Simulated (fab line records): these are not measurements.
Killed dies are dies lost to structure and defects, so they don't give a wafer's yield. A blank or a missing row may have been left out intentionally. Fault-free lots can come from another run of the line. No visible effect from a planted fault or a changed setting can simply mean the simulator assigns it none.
Which tool did it? :: flow nandHarc :: 22 lots with 66 wafers sampled at 4 steps, on a route of 1159 steps

WHAT THE GAUGES READ, wafer by wafer
NHARC_A_SGD_CUT_INSPECT_25. Usual: 304 for rawDefectCount, sd 71.
lot: L075
measured: day 14 01:44
on: defectInspect-01
rawDefectCount: 383 283 241
flag: 

lot: L074
measured: day 14 01:44
on: defectInspect-01
rawDefectCount: 336 268 296
flag: 

lot: L076
measured: day 14 11:23
on: defectInspect-02
rawDefectCount: 261 230 189
flag: 

lot: L077
measured: day 14 16:05
on: defectInspect-01
rawDefectCount: 203 197 269
flag: 

lot: L078
measured: day 15 06:32
on: defectInspect-01
rawDefectCount: 325 257 280
flag: 

lot: L080
measured: day 15 15:17
on: defectInspect-01
rawDefectCount: 242 380 337
flag: 

lot: L079
measured: day 15 15:31
on: defectInspect-02
rawDefectCount: 248 254 411
flag: 

lot: L081
measured: day 16 03:43
on: defectInspect-02
rawDefectCount: 314 204 332
flag: 

lot: L083
measured: day 16 03:39
on: defectInspect-02
rawDefectCount: 353 295 291
flag: 

lot: L084
measured: day 16 13:54
on: defectInspect-01
rawDefectCount: 251 262 218
flag: 

lot: L086
measured: day 17 08:02
on: defectInspect-02
rawDefectCount: 376 280 242
flag: 

lot: L087
measured: day 17 08:05
on: defectInspect-01
rawDefectCount: 325 236 281
flag: 

lot: L088
measured: day 18 04:43
on: defectInspect-02
rawDefectCount: 371 285 414
flag: 

lot: L089
measured: day 18 04:46
on: defectInspect-01
rawDefectCount: 416 212 199
flag: 

lot: L091
measured: day 18 04:50
on: defectInspect-02
rawDefectCount: 497 379 440
flag: 

lot: L090
measured: day 18 04:40
on: defectInspect-01
rawDefectCount: 285 304 369
flag: 

lot: L092
measured: day 18 19:05
on: defectInspect-01
rawDefectCount: 277 220 261
flag: 

lot: L093
measured: day 18 19:05
on: defectInspect-02
rawDefectCount: 382 294 411
flag: 

lot: L094
measured: day 19 08:56
on: defectInspect-01
rawDefectCount: 379 442 503
flag: 

lot: L095
measured: day 19 08:55
on: defectInspect-02
rawDefectCount: 254 282 216
flag: 

lot: L096
measured: day 19 08:55
on: defectInspect-01
rawDefectCount: 335 218 269
flag: 

lot: L097
measured: day 19 22:43
on: defectInspect-01
rawDefectCount: 274 360 269
flag: 

EACH LOT AND THE TOOL THAT RAN IT (in order: tool; ch and the chambers of the sampled wafers; start)
lot: L075
NHARC_A_STAIRCASE_ETCH_253: rieDiel-01 ch 0,1,2, day 11 02:15
NHARC_A_STAIRCASE_ETCH_292: rieDiel-01 ch 0,2,3, day 11 07:43
NHARC_A_STAIRCASE_ETCH_453: rieDiel-01 ch 0,2,3, day 14 01:44 or earlier

lot: L074
NHARC_A_STAIRCASE_ETCH_253: rieDiel-02 ch 1,2,3, day 11 09:13
NHARC_A_STAIRCASE_ETCH_292: rieDiel-04 ch 0,1, day 11 15:28
NHARC_A_STAIRCASE_ETCH_453: rieDiel-02 ch 2,3, day 14 01:44 or earlier

lot: L076
NHARC_A_STAIRCASE_ETCH_253: rieDiel-01 ch 0,1,2, day 11 22:18
NHARC_A_STAIRCASE_ETCH_292: rieDiel-02 ch 1,2,3, day 12 02:09
NHARC_A_STAIRCASE_ETCH_453: rieDiel-02 ch 0,1,2, day 14 11:23 or earlier

lot: L077
NHARC_A_STAIRCASE_ETCH_253: rieDiel-01 ch 0,1,3, day 11 22:35
NHARC_A_STAIRCASE_ETCH_292: rieDiel-01 ch 0,1, day 12 02:25
NHARC_A_STAIRCASE_ETCH_453: rieDiel-04 ch 0,2,3, day 14 16:05 or earlier

lot: L078
NHARC_A_STAIRCASE_ETCH_253: rieDiel-04 ch 0,1,3, day 12 06:22
NHARC_A_STAIRCASE_ETCH_292: rieDiel-01 ch 0,1,2, day 12 12:24
NHARC_A_STAIRCASE_ETCH_453: rieDiel-01 ch 0,1,3, day 15 06:32 or earlier

lot: L080
NHARC_A_STAIRCASE_ETCH_253: rieDiel-02 ch 0,1, day 12 21:32
NHARC_A_STAIRCASE_ETCH_292: rieDiel-02 ch 0,1, day 13 01:26
NHARC_A_STAIRCASE_ETCH_453: rieDiel-02 ch 1,2,3, day 15 15:17 or earlier

lot: L079
NHARC_A_STAIRCASE_ETCH_253: rieDiel-02 ch 0,1,3, day 12 21:56
NHARC_A_STAIRCASE_ETCH_292: rieDiel-01 ch 1,2,3, day 13 01:51
NHARC_A_STAIRCASE_ETCH_453: rieDiel-01 ch 1,2,3, day 15 15:31 or earlier

lot: L081
NHARC_A_STAIRCASE_ETCH_253: rieDiel-04 ch 0,1,3, day 13 15:33
NHARC_A_STAIRCASE_ETCH_292: rieDiel-04 ch 2,3, day 13 21:35
NHARC_A_STAIRCASE_ETCH_453: rieDiel-02 ch 1,2,3, day 16 03:43 or earlier

lot: L083
NHARC_A_STAIRCASE_ETCH_253: rieDiel-04 ch 0,1,3, day 13 15:51
NHARC_A_STAIRCASE_ETCH_292: rieDiel-01 ch 0,1,3, day 13 21:46
NHARC_A_STAIRCASE_ETCH_453: rieDiel-02 ch 1,2,3, day 16 03:39 or earlier

lot: L084
NHARC_A_STAIRCASE_ETCH_253: rieDiel-01 ch 2,3, day 13 23:48
NHARC_A_STAIRCASE_ETCH_292: rieDiel-04 ch 0,1,2, day 14 03:37
NHARC_A_STAIRCASE_ETCH_453: rieDiel-02 ch 0,1,2, day 16 13:54 or earlier

lot: L086
NHARC_A_STAIRCASE_ETCH_253: rieDiel-01 ch 0,1,3, day 14 14:31
NHARC_A_STAIRCASE_ETCH_292: rieDiel-01 ch 0,1,3, day 14 19:43
NHARC_A_STAIRCASE_ETCH_453: rieDiel-01 ch 2,3, day 17 08:02 or earlier

lot: L087
NHARC_A_STAIRCASE_ETCH_253: rieDiel-04 ch 0,1,2, day 14 18:58
NHARC_A_STAIRCASE_ETCH_292: rieDiel-01 ch 0,1, day 14 22:52
NHARC_A_STAIRCASE_ETCH_453: rieDiel-04 ch 1,2, day 17 08:05 or earlier

lot: L088
NHARC_A_STAIRCASE_ETCH_253: rieDiel-01 ch 1,2,3, day 15 00:51
NHARC_A_STAIRCASE_ETCH_292: rieDiel-01 ch 0,1,2, day 15 05:50
NHARC_A_STAIRCASE_ETCH_453: rieDiel-04 ch 0,2,3, day 18 04:43 or earlier

lot: L089
NHARC_A_STAIRCASE_ETCH_253: rieDiel-02 ch 0,1,2, day 15 01:53
NHARC_A_STAIRCASE_ETCH_292: rieDiel-04 ch 1,3, day 15 06:20
NHARC_A_STAIRCASE_ETCH_453: rieDiel-04 ch 0,1, day 18 04:46 or earlier

lot: L091
NHARC_A_STAIRCASE_ETCH_253: rieDiel-02 ch 0,3, day 15 07:54
NHARC_A_STAIRCASE_ETCH_292: rieDiel-04 ch 0,3, day 15 12:23
NHARC_A_STAIRCASE_ETCH_453: rieDiel-04 ch 1,2,3, day 18 04:50 or earlier

lot: L090
NHARC_A_STAIRCASE_ETCH_253: rieDiel-02 ch 0,1, day 15 08:27
NHARC_A_STAIRCASE_ETCH_292: rieDiel-02 ch 0,3, day 15 13:50
NHARC_A_STAIRCASE_ETCH_453: rieDiel-02 ch 0,1, day 18 04:40 or earlier

lot: L092
NHARC_A_STAIRCASE_ETCH_253: rieDiel-01 ch 0,2,3, day 16 00:17
NHARC_A_STAIRCASE_ETCH_292: rieDiel-04 ch 0,1,2, day 16 04:37
NHARC_A_STAIRCASE_ETCH_453: rieDiel-02 ch 1,2, day 18 19:05 or earlier

lot: L093
NHARC_A_STAIRCASE_ETCH_253: rieDiel-02 ch 0,2, day 16 00:19
NHARC_A_STAIRCASE_ETCH_292: rieDiel-04 ch 0,1,2, day 16 04:54
NHARC_A_STAIRCASE_ETCH_453: rieDiel-04 ch 2,3, day 18 19:05 or earlier

lot: L094
NHARC_A_STAIRCASE_ETCH_253: rieDiel-02 ch 2,3, day 16 13:38
NHARC_A_STAIRCASE_ETCH_292: rieDiel-01 ch 0,2,3, day 16 19:47
NHARC_A_STAIRCASE_ETCH_453: rieDiel-02 ch 1,2, day 19 08:56 or earlier

lot: L095
NHARC_A_STAIRCASE_ETCH_253: rieDiel-02 ch 1,2, day 16 14:36
NHARC_A_STAIRCASE_ETCH_292: rieDiel-02 ch 2,3, day 16 19:53
NHARC_A_STAIRCASE_ETCH_453: rieDiel-04 ch 1,2,3, day 19 08:55 or earlier

lot: L096
NHARC_A_STAIRCASE_ETCH_253: rieDiel-01 ch 2,3, day 16 19:49
NHARC_A_STAIRCASE_ETCH_292: rieDiel-01 ch 1,2,3, day 16 23:35
NHARC_A_STAIRCASE_ETCH_453: rieDiel-04 ch 2,3, day 19 08:55 or earlier

lot: L097
NHARC_A_STAIRCASE_ETCH_253: rieDiel-02 ch 0,1,2, day 17 00:25
NHARC_A_STAIRCASE_ETCH_292: rieDiel-02 ch 0,1,2, day 17 04:25
NHARC_A_STAIRCASE_ETCH_453: rieDiel-01 ch 1,3, day 19 22:43 or earlier
- NHARC_A_STAIRCASE_ETCH_253: etches the open film in C4F8/O2, target depth 50 nm, time 20.2 s.
- NHARC_A_STAIRCASE_ETCH_292: etches the open film in CF4/CHF3.
- NHARC_A_STAIRCASE_ETCH_453: etches the open film in CF4/O2, target depth 30 nm, overetch 3 nm, time 16.5 s.

WHAT THE TOOLS THEMSELVES READ (means of the sampled wafers that have a number; where no wafer has one, the mark that the record gives instead)
NHARC_A_STAIRCASE_ETCH_253. Usual: biasW 1000 W, standard deviation 3.4; oesProductAu 0.957 a.u., standard deviation 0.021; rfFwdPowerW 588 W, standard deviation 3.3; rfVppV 895 V, standard deviation 6.4.
lot: L075
tool: rieDiel-01
biasW (W): 999
oesProductAu (a.u.): 0.968
rfFwdPowerW (W): 587
rfVppV (V): 901
flag: 

lot: L074
tool: rieDiel-02
biasW (W): 998
oesProductAu (a.u.): 0.965
rfFwdPowerW (W): 590
rfVppV (V): 890
flag: 

lot: L076
tool: rieDiel-01
biasW (W): 1000
oesProductAu (a.u.): 0.973
rfFwdPowerW (W): 589
rfVppV (V): 901
flag: 

lot: L077
tool: rieDiel-01
biasW (W): 1000
oesProductAu (a.u.): 0.960
rfFwdPowerW (W): 585
rfVppV (V): 898
flag: 

lot: L078
tool: rieDiel-04
biasW (W): 1000
oesProductAu (a.u.): 0.923
rfFwdPowerW (W): 587
rfVppV (V): 899
flag: 

lot: L080
tool: rieDiel-02
biasW (W): 1002
oesProductAu (a.u.): 0.929
rfFwdPowerW (W): 591
rfVppV (V): 890
flag: 

lot: L079
tool: rieDiel-02
biasW (W): 998
oesProductAu (a.u.): 0.958
rfFwdPowerW (W): 590
rfVppV (V): 889
flag: 

lot: L081
tool: rieDiel-04
biasW (W): 1004
oesProductAu (a.u.): 0.968
rfFwdPowerW (W): 584
rfVppV (V): 899
flag: 

lot: L083
tool: rieDiel-04
biasW (W): 1003
oesProductAu (a.u.): 0.960
rfFwdPowerW (W): 587
rfVppV (V): 899
flag: 

lot: L084
tool: rieDiel-01
biasW (W): 1003
oesProductAu (a.u.): 0.973
rfFwdPowerW (W): 584
rfVppV (V): 892
flag: 

lot: L086
tool: rieDiel-01
biasW (W): 1001
oesProductAu (a.u.): 0.957
rfFwdPowerW (W): 585
rfVppV (V): 898
flag: 

lot: L087
tool: rieDiel-04
biasW (W): 999
oesProductAu (a.u.): 0.958
rfFwdPowerW (W): 586
rfVppV (V): 898
flag: 

lot: L088
tool: rieDiel-01
biasW (W): 998
oesProductAu (a.u.): 0.954
rfFwdPowerW (W): 585
rfVppV (V): 897
flag: 

lot: L089
tool: rieDiel-02
biasW (W): 997
oesProductAu (a.u.): 0.938
rfFwdPowerW (W): 592
rfVppV (V): 894
flag: 

lot: L091
tool: rieDiel-02
biasW (W): 998
oesProductAu (a.u.): 0.978
rfFwdPowerW (W): 589
rfVppV (V): 889
flag: 

lot: L090
tool: rieDiel-02
biasW (W): 998
oesProductAu (a.u.): 0.968
rfFwdPowerW (W): 592
rfVppV (V): 888
flag: 

lot: L092
tool: rieDiel-01
biasW (W): 997
oesProductAu (a.u.): 0.973
rfFwdPowerW (W): 586
rfVppV (V): 895
flag: 

lot: L093
tool: rieDiel-02
biasW (W): 1000
oesProductAu (a.u.): 0.942
rfFwdPowerW (W): 591
rfVppV (V): 892
flag: 

lot: L094
tool: rieDiel-02
biasW (W): 997
oesProductAu (a.u.): 0.966
rfFwdPowerW (W): 591
rfVppV (V): 899
flag: 

lot: L095
tool: rieDiel-02
biasW (W): 1000
oesProductAu (a.u.): 0.964
rfFwdPowerW (W): 591
rfVppV (V): 895
flag: 

lot: L096
tool: rieDiel-01
biasW (W): 999
oesProductAu (a.u.): 0.937
rfFwdPowerW (W): 584
rfVppV (V): 891
flag: 

lot: L097
tool: rieDiel-02
biasW (W): 1001
oesProductAu (a.u.): 0.947
rfFwdPowerW (W): 593
rfVppV (V): 894
flag: 

NHARC_A_STAIRCASE_ETCH_292. Usual: for biasW, 200.0 W with a standard deviation of 0.62; for drypumpMotorCurrentA, 5.6 A with a standard deviation of 0.45; for oesProductAu, 0.947 a.u. with a standard deviation of 0.022; for rfFwdPowerW, 496.6 W with a standard deviation of 1.7; for rfVppV, 370.6 V with a standard deviation of 2.7; for showerheadPlenumPTorr, 1.57 Torr with a standard deviation of 0.074; for throttleValvePct, 16.803 % with a standard deviation of 0.0086.
lot: L075
tool: rieDiel-01
biasW (W): 200.3
drypumpMotorCurrentA (A): 5.6
oesProductAu (a.u.): 0.931
rfFwdPowerW (W): 497.3
rfVppV (V): 370.8
showerheadPlenumPTorr (Torr): 1.57
throttleValvePct (%): 16.801
flag: 

lot: L074
tool: rieDiel-04
biasW (W): 200.0
drypumpMotorCurrentA (A): 5.6
oesProductAu (a.u.): 0.927
rfFwdPowerW (W): 496.9
rfVppV (V): 371.4
showerheadPlenumPTorr (Torr): 1.62
throttleValvePct (%): 16.796
flag: 

lot: L076
tool: rieDiel-02
biasW (W): 199.7
drypumpMotorCurrentA (A): 5.8
oesProductAu (a.u.): 0.916
rfFwdPowerW (W): 497.4
rfVppV (V): 368.3
showerheadPlenumPTorr (Torr): 1.49
throttleValvePct (%): 16.799
flag: 

lot: L077
tool: rieDiel-01
biasW (W): 200.3
drypumpMotorCurrentA (A): 5.5
oesProductAu (a.u.): 0.973
rfFwdPowerW (W): 495.4
rfVppV (V): 373.4
showerheadPlenumPTorr (Torr): 1.67
throttleValvePct (%): 16.806
flag: 

lot: L078
tool: rieDiel-01
biasW (W): 200.3
drypumpMotorCurrentA (A): 5.7
oesProductAu (a.u.): 0.939
rfFwdPowerW (W): 497.3
rfVppV (V): 372.9
showerheadPlenumPTorr (Torr): 1.64
throttleValvePct (%): 16.797
flag: 

lot: L080
tool: rieDiel-02
biasW (W): 200.4
drypumpMotorCurrentA (A): 6.2
oesProductAu (a.u.): 0.927
rfFwdPowerW (W): 498.2
rfVppV (V): 368.0
showerheadPlenumPTorr (Torr): 1.49
throttleValvePct (%): 16.809
flag: 

lot: L079
tool: rieDiel-01
biasW (W): 200.1
drypumpMotorCurrentA (A): 5.5
oesProductAu (a.u.): 0.945
rfFwdPowerW (W): 495.6
rfVppV (V): 371.2
showerheadPlenumPTorr (Torr): 1.59
throttleValvePct (%): 16.808
flag: 

lot: L081
tool: rieDiel-04
biasW (W): 200.2
drypumpMotorCurrentA (A): 5.5
oesProductAu (a.u.): 0.959
rfFwdPowerW (W): 497.2
rfVppV (V): 371.6
showerheadPlenumPTorr (Torr): 1.56
throttleValvePct (%): 16.807
flag: 

lot: L083
tool: rieDiel-01
biasW (W): 200.6
drypumpMotorCurrentA (A): 5.4
oesProductAu (a.u.): 0.958
rfFwdPowerW (W): 495.7
rfVppV (V): 372.2
showerheadPlenumPTorr (Torr): 1.59
throttleValvePct (%): 16.803
flag: 

lot: L084
tool: rieDiel-04
biasW (W): 200.1
drypumpMotorCurrentA (A): 5.4
oesProductAu (a.u.): 0.943
rfFwdPowerW (W): 494.4
rfVppV (V): 371.6
showerheadPlenumPTorr (Torr): 1.59
throttleValvePct (%): 16.796
flag: 

lot: L086
tool: rieDiel-01
biasW (W): 199.7
drypumpMotorCurrentA (A): 5.4
oesProductAu (a.u.): 0.938
rfFwdPowerW (W): 493.6
rfVppV (V): 371.7
showerheadPlenumPTorr (Torr): 1.59
throttleValvePct (%): 16.804
flag: 

lot: L087
tool: rieDiel-01
biasW (W): 199.5
drypumpMotorCurrentA (A): 5.6
oesProductAu (a.u.): 0.934
rfFwdPowerW (W): 496.8
rfVppV (V): 372.7
showerheadPlenumPTorr (Torr): 1.63
throttleValvePct (%): 16.795
flag: 

lot: L088
tool: rieDiel-01
biasW (W): 200.1
drypumpMotorCurrentA (A): 5.8
oesProductAu (a.u.): 0.951
rfFwdPowerW (W): 497.5
rfVppV (V): 372.6
showerheadPlenumPTorr (Torr): 1.63
throttleValvePct (%): 16.799
flag: 

lot: L089
tool: rieDiel-04
biasW (W): 199.8
drypumpMotorCurrentA (A): 5.7
oesProductAu (a.u.): 0.961
rfFwdPowerW (W): 497.6
rfVppV (V): 371.8
showerheadPlenumPTorr (Torr): 1.59
throttleValvePct (%): 16.801
flag: 

lot: L091
tool: rieDiel-04
biasW (W): 199.6
drypumpMotorCurrentA (A): 5.2
oesProductAu (a.u.): 0.915
rfFwdPowerW (W): 497.3
rfVppV (V): 372.3
showerheadPlenumPTorr (Torr): 1.63
throttleValvePct (%): 16.796
flag: 

lot: L090
tool: rieDiel-02
biasW (W): 200.2
drypumpMotorCurrentA (A): 5.9
oesProductAu (a.u.): 0.987
rfFwdPowerW (W): 498.8
rfVppV (V): 366.9
showerheadPlenumPTorr (Torr): 1.47
throttleValvePct (%): 16.805
flag: 

lot: L092
tool: rieDiel-04
biasW (W): 199.8
drypumpMotorCurrentA (A): 5.4
oesProductAu (a.u.): 0.972
rfFwdPowerW (W): 498.0
rfVppV (V): 370.8
showerheadPlenumPTorr (Torr): 1.59
throttleValvePct (%): 16.803
flag: 

lot: L093
tool: rieDiel-04
biasW (W): 200.1
drypumpMotorCurrentA (A): 5.4
oesProductAu (a.u.): 0.959
rfFwdPowerW (W): 497.0
rfVppV (V): 371.5
showerheadPlenumPTorr (Torr): 1.59
throttleValvePct (%): 16.809
flag: 

lot: L094
tool: rieDiel-01
biasW (W): 199.7
drypumpMotorCurrentA (A): 5.6
oesProductAu (a.u.): 0.929
rfFwdPowerW (W): 496.4
rfVppV (V): 369.5
showerheadPlenumPTorr (Torr): 1.56
throttleValvePct (%): 16.804
flag: 

lot: L095
tool: rieDiel-02
biasW (W): 200.6
drypumpMotorCurrentA (A): 5.4
oesProductAu (a.u.): 0.983
rfFwdPowerW (W): 496.5
rfVppV (V): 369.7
showerheadPlenumPTorr (Torr): 1.55
throttleValvePct (%): 16.804
flag: 

lot: L096
tool: rieDiel-01
biasW (W): 199.9
drypumpMotorCurrentA (A): 5.5
oesProductAu (a.u.): 0.975
rfFwdPowerW (W): 496.7
rfVppV (V): 370.0
showerheadPlenumPTorr (Torr): 1.58
throttleValvePct (%): 16.795
flag: 

lot: L097
tool: rieDiel-02
biasW (W): 200.2
drypumpMotorCurrentA (A): 6.1
oesProductAu (a.u.): 0.922
rfFwdPowerW (W): 497.0
rfVppV (V): 369.9
showerheadPlenumPTorr (Torr): 1.55
throttleValvePct (%): 16.798
flag: 

NHARC_A_STAIRCASE_ETCH_453. Usual: biasW 100.01 W, standard deviation 0.29; drypumpMotorCurrentA 5.7 A, standard deviation 0.46; oes_ar_750_au 1.000 a.u., standard deviation 0.0045; oesProductAu 0.998 a.u., standard deviation 0.014; rfFwdPowerW 293.5 W, standard deviation 1.5; rfVppV 197.5 V, standard deviation 1.6; showerheadPlenumPTorr 1.32 Torr, standard deviation 0.066; throttleValvePct 13.399 %, standard deviation 0.0089.
lot: L075
tool: rieDiel-01
biasW (W): 100.41
drypumpMotorCurrentA (A): 5.7
oes_ar_750_au (a.u.): 1.004
oesProductAu (a.u.): 0.997
rfFwdPowerW (W): 292.9
rfVppV (V): 198.5
showerheadPlenumPTorr (Torr): 1.33
throttleValvePct (%): 13.401
flag: 

lot: L074
tool: rieDiel-02
biasW (W): 100.01
drypumpMotorCurrentA (A): 5.4
oes_ar_750_au (a.u.): 1.003
oesProductAu (a.u.): 1.002
rfFwdPowerW (W): 293.3
rfVppV (V): 196.2
showerheadPlenumPTorr (Torr): 1.25
throttleValvePct (%): 13.403
flag: 

lot: L076
tool: rieDiel-02
biasW (W): 100.32
drypumpMotorCurrentA (A): 6.1
oes_ar_750_au (a.u.): 0.999
oesProductAu (a.u.): 0.989
rfFwdPowerW (W): 295.2
rfVppV (V): 196.6
showerheadPlenumPTorr (Torr): 1.25
throttleValvePct (%): 13.409
flag: 

lot: L077
tool: rieDiel-04
biasW (W): 99.84
drypumpMotorCurrentA (A): 5.3
oes_ar_750_au (a.u.): 1.001
oesProductAu (a.u.): 0.999
rfFwdPowerW (W): 292.8
rfVppV (V): 197.7
showerheadPlenumPTorr (Torr): 1.35
throttleValvePct (%): 13.411
flag: 

lot: L078
tool: rieDiel-01
biasW (W): 100.02
drypumpMotorCurrentA (A): 5.3
oes_ar_750_au (a.u.): 1.001
oesProductAu (a.u.): 0.996
rfFwdPowerW (W): 292.9
rfVppV (V): 198.6
showerheadPlenumPTorr (Torr): 1.36
throttleValvePct (%): 13.390
flag: 

lot: L080
tool: rieDiel-02
biasW (W): 100.04
drypumpMotorCurrentA (A): 5.8
oes_ar_750_au (a.u.): 1.001
oesProductAu (a.u.): 0.991
rfFwdPowerW (W): 295.4
rfVppV (V): 196.0
showerheadPlenumPTorr (Torr): 1.25
throttleValvePct (%): 13.396
flag: 

lot: L079
tool: rieDiel-01
biasW (W): 100.16
drypumpMotorCurrentA (A): 5.5
oes_ar_750_au (a.u.): 0.999
oesProductAu (a.u.): 0.995
rfFwdPowerW (W): 293.3
rfVppV (V): 198.5
showerheadPlenumPTorr (Torr): 1.35
throttleValvePct (%): 13.398
flag: 

lot: L081
tool: rieDiel-02
biasW (W): 99.92
drypumpMotorCurrentA (A): 5.8
oes_ar_750_au (a.u.): 1.000
oesProductAu (a.u.): 0.992
rfFwdPowerW (W): 294.8
rfVppV (V): 195.8
showerheadPlenumPTorr (Torr): 1.25
throttleValvePct (%): 13.398
flag: 

lot: L083
tool: rieDiel-02
biasW (W): 99.97
drypumpMotorCurrentA (A): 5.8
oes_ar_750_au (a.u.): 0.997
oesProductAu (a.u.): 0.991
rfFwdPowerW (W): 295.4
rfVppV (V): 195.4
showerheadPlenumPTorr (Torr): 1.25
throttleValvePct (%): 13.399
flag: 

lot: L084
tool: rieDiel-02
biasW (W): 100.22
drypumpMotorCurrentA (A): 6.1
oes_ar_750_au (a.u.): 1.001
oesProductAu (a.u.): 0.979
rfFwdPowerW (W): 295.2
rfVppV (V): 195.9
showerheadPlenumPTorr (Torr): 1.25
throttleValvePct (%): 13.405
flag: 

lot: L086
tool: rieDiel-01
biasW (W): 99.78
drypumpMotorCurrentA (A): 5.8
oes_ar_750_au (a.u.): 0.999
oesProductAu (a.u.): 1.000
rfFwdPowerW (W): 292.5
rfVppV (V): 197.6
showerheadPlenumPTorr (Torr): 1.33
throttleValvePct (%): 13.397
flag: 

lot: L087
tool: rieDiel-04
biasW (W): 100.08
drypumpMotorCurrentA (A): 5.6
oes_ar_750_au (a.u.): 1.001
oesProductAu (a.u.): 1.001
rfFwdPowerW (W): 292.1
rfVppV (V): 198.4
showerheadPlenumPTorr (Torr): 1.32
throttleValvePct (%): 13.399
flag: 

lot: L088
tool: rieDiel-04
biasW (W): 100.00
drypumpMotorCurrentA (A): 5.3
oes_ar_750_au (a.u.): 0.999
oesProductAu (a.u.): 0.991
rfFwdPowerW (W): 291.4
rfVppV (V): 197.7
showerheadPlenumPTorr (Torr): 1.35
throttleValvePct (%): 13.397
flag: 

lot: L089
tool: rieDiel-04
biasW (W): 99.99
drypumpMotorCurrentA (A): 5.3
oes_ar_750_au (a.u.): 1.000
oesProductAu (a.u.): 1.010
rfFwdPowerW (W): 292.8
rfVppV (V): 198.9
showerheadPlenumPTorr (Torr): 1.38
throttleValvePct (%): 13.395
flag: 

lot: L091
tool: rieDiel-04
biasW (W): 99.76
drypumpMotorCurrentA (A): 5.6
oes_ar_750_au (a.u.): 1.004
oesProductAu (a.u.): 1.004
rfFwdPowerW (W): 293.2
rfVppV (V): 197.8
showerheadPlenumPTorr (Torr): 1.33
throttleValvePct (%): 13.398
flag: 

lot: L090
tool: rieDiel-02
biasW (W): 100.20
drypumpMotorCurrentA (A): 6.2
oes_ar_750_au (a.u.): 0.997
oesProductAu (a.u.): 1.001
rfFwdPowerW (W): 295.8
rfVppV (V): 196.0
showerheadPlenumPTorr (Torr): 1.25
throttleValvePct (%): 13.401
flag: 

lot: L092
tool: rieDiel-02
biasW (W): 99.77
drypumpMotorCurrentA (A): 6.0
oes_ar_750_au (a.u.): 1.003
oesProductAu (a.u.): 0.992
rfFwdPowerW (W): 295.5
rfVppV (V): 198.5
showerheadPlenumPTorr (Torr): 1.38
throttleValvePct (%): 13.399
flag: 

lot: L093
tool: rieDiel-04
biasW (W): 100.16
drypumpMotorCurrentA (A): 5.5
oes_ar_750_au (a.u.): 1.001
oesProductAu (a.u.): 0.983
rfFwdPowerW (W): 292.8
rfVppV (V): 197.7
showerheadPlenumPTorr (Torr): 1.31
throttleValvePct (%): 13.395
flag: 

lot: L094
tool: rieDiel-02
biasW (W): 99.89
drypumpMotorCurrentA (A): 6.0
oes_ar_750_au (a.u.): 0.997
oesProductAu (a.u.): 0.993
rfFwdPowerW (W): 295.1
rfVppV (V): 199.2
showerheadPlenumPTorr (Torr): 1.38
throttleValvePct (%): 13.389
flag: 

lot: L095
tool: rieDiel-04
biasW (W): 99.85
drypumpMotorCurrentA (A): 5.7
oes_ar_750_au (a.u.): 1.000
oesProductAu (a.u.): 1.007
rfFwdPowerW (W): 291.9
rfVppV (V): 197.9
showerheadPlenumPTorr (Torr): 1.33
throttleValvePct (%): 13.400
flag: 

lot: L096
tool: rieDiel-04
biasW (W): 100.07
drypumpMotorCurrentA (A): 5.4
oes_ar_750_au (a.u.): 1.000
oesProductAu (a.u.): 1.003
rfFwdPowerW (W): 293.8
rfVppV (V): 197.6
showerheadPlenumPTorr (Torr): 1.31
throttleValvePct (%): 13.394
flag: 

lot: L097
tool: rieDiel-01
biasW (W): 100.01
drypumpMotorCurrentA (A): 5.2
oes_ar_750_au (a.u.): 1.002
oesProductAu (a.u.): 1.009
rfFwdPowerW (W): 292.1
rfVppV (V): 198.8
showerheadPlenumPTorr (Torr): 1.37
throttleValvePct (%): 13.398
flag: 

THE ANSWER, worked out from the rows above alone
Rule: a lot counts as off when the mean over its wafers that have a number is more than 3 standard deviations away from the usual mean. A lot without any number at a reading at which 4 lots or more have one is off too. Any other lot the step has rows for is counted as sound. Order of review: gauges by route order, followed by the tools' own readings, for which a lot's mean as printed above is used. At the first step where some lot is off, the reading lying furthest off is the one used; lots without a number count as furthest.
No lot is off at any reading shown: from this, nothing can be told.

WHAT HAD BEEN PUT IN BY THE SIMULATOR
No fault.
